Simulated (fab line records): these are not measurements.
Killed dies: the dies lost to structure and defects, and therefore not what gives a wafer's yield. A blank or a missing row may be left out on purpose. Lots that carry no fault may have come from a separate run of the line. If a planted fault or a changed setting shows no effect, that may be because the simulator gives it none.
Matching of chambers + flow nand harc + NHARC_A_STAIRCASE_DESCUM_11 on rie diel-01 has 3 sister chambers
The step chemistry O2, time 3 s. 3 wafers are shown with their chamber, then 4 later ones without.

## WAFERS, EACH WITH ITS CHAMBER
| wafer  | chamber | drypump motor current A (A) |
|--------|---------|-----------------------------|
| L083.3 | 0       | 6.4                         |
| L085.1 | 3       | 5.8                         |
| L085.3 | 1       | 5.9                         |

## WAFERS WHOSE CHAMBER IS MISSING
| wafer  | drypump motor current A (A) |
|--------|-----------------------------|
| L085.4 | 6.4                         |
| L090.1 | 6.0                         |
| L090.4 | 6.0                         |
| L095.2 | 6.0                         |

## WHICH CHAMBER EACH WENT THROUGH
| wafer  | from the rows above     | in truth |
|--------|-------------------------|----------|
| L085.4 | 0                       | 0        |
| L090.1 | can't be placed: 1 or 3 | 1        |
| L090.4 | can't be placed: 1 or 3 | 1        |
| L095.2 | can't be placed: 1 or 3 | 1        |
1 of 4 placed correctly. These rows do not allow placing 3 (true chamber among the candidates in 3). Placed wrongly: 0.
How it was worked out, from the rows above alone: a wafer's distance from a chamber is the root of the sum, over the readings, of the square of ((its reading less the chamber's mean) divided by the reading's scatter). The wafer belongs to the nearest chamber; if the next one is less than 2 further off, it can't be placed. For every chamber, the mean is computed from those of its wafers that are shown. The scatter: with one shown wafer a chamber, the root of the mean of the squares of how far each hidden wafer lies from its nearest shown one.
